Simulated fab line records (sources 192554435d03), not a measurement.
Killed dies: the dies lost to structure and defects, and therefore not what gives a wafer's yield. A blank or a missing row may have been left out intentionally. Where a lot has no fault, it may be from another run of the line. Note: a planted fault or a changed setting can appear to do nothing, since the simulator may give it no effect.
Which tool did it? | flow n5 finfet | route of 1938 steps, sampled at 1 step: 11 lots, 31 wafers

== WHAT EACH GAUGE READ, for each wafer ==
N5_BEOL_M4_RC_MEAS_101.
lot  | measured     | on        | DIBL_N (mV/V)  | DIBL_P (mV/V)  | IOFF_N (nA/um)    | IOFF_P (nA/um) | ION_N (uA/um) | ION_P (uA/um) | SS_N (mV/dec)  | SS_P (mV/dec)  | VT_N (mV)   | VT_P (mV)
L484 | day 9 14:41  | prober-02 | 35.8 36.6      | 35.7 36.2      | 0.130 0.139       | 0.19 0.19      | 668 668       | 468 458       | 71.9 72.6      | 73.4 73.5      | 254 254     | -254.1 -254.3
L482 | day 9 15:12  | prober-01 | 38.2 38.3 37.6 | 38.9 39.4 38.2 | 0.168 0.180 0.164 | 0.20 0.22 0.20 | 692 685 687   | 473 466 465   | 72.1 71.9 71.9 | 73.6 73.4 73.0 | 250 248 249 | -252.7 -253.7 -252.6
L487 | day 10 01:51 | prober-02 | 35.9 35.4      | 36.2 35.7      | 0.157 0.155       | 0.23 0.22      | 663 680       | 458 465       | 71.7 71.7      | 73.0 72.7      | 250 249     | -249.4 -250.6
L489 | day 11 09:05 | prober-01 | 34.4 31.1 35.0 | 36.7 31.3 36.3 | 0.149 0.094 0.163 | 0.25 0.16 0.24 | 679 650 687   | 471 460 472   | 71.1 71.0 71.4 | 74.1 71.8 73.4 | 249 257 248 | -246.7 -249.5 -247.2
L491 | day 11 13:08 | prober-02 | 36.1 34.2 33.9 | 36.8 34.5 33.6 | 0.198 0.147 0.139 | 0.24 0.21 0.19 | 690 670 672   | 472 464 457   | 71.4 71.4 71.4 | 74.1 73.5 72.5 | 244 250 249 | -246.3 -245.1 -250.3
L495 | day 12 17:50 | prober-02 | 35.9 38.4 35.4 | 36.6 38.6 34.7 | 0.155 0.197 0.136 | 0.21 0.24 0.18 | 679 670 680   | 463 449 463   | 71.0 71.7 70.7 | 73.1 73.7 72.6 | 251 247 254 | -250.7 -249.5 -251.3
L497 | day 13 08:40 | prober-01 | 34.2 36.4 36.4 | 33.0 35.6 35.6 | 0.118 0.160 0.148 | 0.15 0.19 0.18 | 657 690 669   | 449 466 454   | 70.2 71.7 70.8 | 72.0 72.1 72.8 | 253 248 253 | -255.5 -253.0 -252.2
L496 | day 13 10:35 | prober-02 | 35.0 37.1 35.3 | 32.2 34.9 33.1 | 0.118 0.149 0.121 | 0.14 0.17 0.15 | 656 654 657   | 448 444 449   | 70.8 71.8 71.0 | 72.2 72.8 72.8 | 253 253 255 | -256.9 -253.6 -253.0
L500 | day 13 20:51 | prober-02 | 34.3 36.1 33.4 | 32.5 34.7 31.5 | 0.125 0.166 0.114 | 0.17 0.21 0.16 | 661 677 662   | 453 458 460   | 71.1 71.4 70.9 | 72.1 72.9 71.8 | 250 245 254 | -253.9 -248.5 -254.1
L502 | day 14 09:56 | prober-02 | 37.7 35.9 36.3 | 37.6 35.5 36.0 | 0.200 0.155 0.166 | 0.22 0.19 0.20 | 701 679 681   | 468 458 456   | 71.8 71.2 71.3 | 74.1 73.3 73.6 | 246 249 245 | -253.1 -251.3 -250.3
L501 | day 14 10:01 | prober-01 | 37.0 36.2 34.6 | 37.4 35.8 33.7 | 0.156 0.144 0.120 | 0.22 0.18 0.16 | 677 680 668   | 472 464 462   | 71.3 71.2 69.9 | 73.3 72.3 72.6 | 250 251 254 | -251.2 -253.6 -252.9

== EACH LOT AND THE TOOL THAT RAN IT (in order: tool; ch and the chambers of the sampled wafers; start) ==
No process step before these readings appears in the record.

== AS READ BY THE TOOLS THEMSELVES (means over the sampled wafers that have a number; for cases with no such wafer, the mark the record gives instead) ==
The record holds no such reading with a usual standard deviation.

== THE ANSWER, worked out from the rows above alone ==
Rule: the lots themselves supply what counts as usual. Put in order of their means at a reading, lots are off if they are a third of the lots or fewer, leave a main group of 4 or more, and stand apart from it by a gap of 3 or more times the standard deviation of the main group's means; of several such gaps the widest counts. A main group is skipped when, at the precision printed for the reading in the tables above, its means are all equal. A lot without any number at a reading at which 4 lots or more have one is off too. Where the step has rows for the other lots, those lots are counted as sound. First the gauges in route order, then the tools' own readings, where a lot's mean is used as printed above. At the first step where some lot is off, the reading lying furthest off is the one used; lots without a number count as furthest.
No lot is off on any of the readings shown, so nothing can be concluded from this.

== WHAT WAS PUT IN BY THE SIMULATOR ==
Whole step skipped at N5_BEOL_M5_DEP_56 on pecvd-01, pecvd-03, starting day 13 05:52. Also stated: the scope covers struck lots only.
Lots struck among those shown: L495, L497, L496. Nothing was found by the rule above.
